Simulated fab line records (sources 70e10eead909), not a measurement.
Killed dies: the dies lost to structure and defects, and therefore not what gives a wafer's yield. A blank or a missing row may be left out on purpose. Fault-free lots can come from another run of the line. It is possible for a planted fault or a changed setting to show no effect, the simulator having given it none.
Matching of chambers | flow nand_harc | NHARC_A_STAIRCASE_DESCUM_312 on rie_diel-06: 4 sister chambers
The step chemistry O2, time 3 s. 4 wafers are shown with their chamber, then 8 later ones without.

== EACH WAFER AND ITS CHAMBER ==
wafer  | chamber | drypump_motor_current_A (A)
L081.3 | 3       | 5.93
L082.1 | 1       | 5.25
L082.5 | 2       | 5.42
L092.4 | 0       | 4.99

== WAFERS WHOSE CHAMBER IS MISSING ==
wafer  | drypump_motor_current_A (A)
L092.5 | 5.00
L092.6 | 5.92
L095.3 | 5.28
L095.5 | 5.25
L095.6 | 4.97
L097.1 | 5.93
L097.2 | 5.40
L097.5 | 5.40

== WHICH CHAMBER EACH ONE RAN IN ==
wafer  | from the rows above | in truth
L092.5 | 0                   | 0
L092.6 | 3                   | 3
L095.3 | 1                   | 1
L095.5 | 1                   | 1
L095.6 | 0                   | 0
L097.1 | 3                   | 3
L097.2 | 2                   | 2
L097.5 | 2                   | 2
Correct placement for 8 of the 8. From these rows, 0 cannot be placed. Number placed wrongly: 0.
How it was worked out, from the rows above alone: a wafer's distance from a chamber is the root of the sum, over the readings, of the square of ((its reading less the chamber's mean) divided by the reading's scatter). If the next closest chamber is less than 2 further off than the closest, the wafer can't be placed; otherwise it belongs to the closest. A chamber's mean is the mean of its shown wafers. The scatter: with one shown wafer a chamber, the root of the mean of the squares of how far each hidden wafer lies from its nearest shown one.
